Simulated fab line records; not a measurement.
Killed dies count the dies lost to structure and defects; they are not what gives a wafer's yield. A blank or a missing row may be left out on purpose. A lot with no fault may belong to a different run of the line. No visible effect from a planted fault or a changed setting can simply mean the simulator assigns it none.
Chamber matching ; flow nand-harc ; 3 sister chambers for NHARC_A_STAIRCASE_DEP_322 on pecvd-04
The step deposits SiO2, target thk 3800 nm. 14 wafers are shown with their chamber, then 7 later ones without.

## WAFERS PAIRED WITH THEIR CHAMBERS
wafer;chamber;susceptor-temp-C (C);heater-power-w (W)
L077.2;1;400.18;855
L077.4;1;400.14;733
L077.6;2;399.98;693
L075.3;2;399.65;795
L075.5;1;400.02;712
L075.6;0;400.06;626
L081.2;2;399.97;802
L081.3;1;400.09;878
L081.4;2;399.95;694
L083.1;1;400.26;826
L083.5;2;399.87;702
L083.6;0;399.84;616
L084.1;0;400.02;758
L084.5;2;400.00;690

SIGNATURES (means of the wafers above)
reading;chamber 0;chamber 1;chamber 2;scatter within a chamber
susceptor-temp-C;399.9733;400.1380;399.9033;0.116
heater-power-w;666.67;800.80;729.33;66.8
Rule: a wafer's distance from a chamber is the root of the sum, over the readings, of the square of ((its reading less the chamber's mean) divided by the reading's scatter). The wafer belongs to the nearest chamber; if the next one is less than 2 further off, it can't be placed. The scatter is the square root of a quotient: the sum, over the shown wafers, of each reading's squared deviation from its chamber's mean, divided by wafers minus chambers.

## WAFERS WHOSE CHAMBER IS MISSING
wafer;susceptor-temp-C (C);heater-power-w (W)
L084.6;399.95;628
L086.1;399.52;710
L086.2;399.77;851
L086.3;400.09;881
L093.1;399.60;843
L093.2;399.98;773
L093.5;400.11;669

## WHICH CHAMBER EACH ONE RAN IN
wafer;from the rows above;in truth
L084.6;can't be placed: 0 or 2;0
L086.1;can't be placed: 2 or 0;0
L086.2;can't be placed: 2 or 1 or 0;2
L086.3;can't be placed: 1 or 2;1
L093.1;can't be placed: 2 or 0 or 1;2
L093.2;can't be placed: 2 or 1 or 0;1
L093.5;can't be placed: 0 or 1 or 2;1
0 of 7 placed correctly. Can't be placed from these rows: 7 (the true chamber is among the candidates in 7). Wrongly placed: 0.
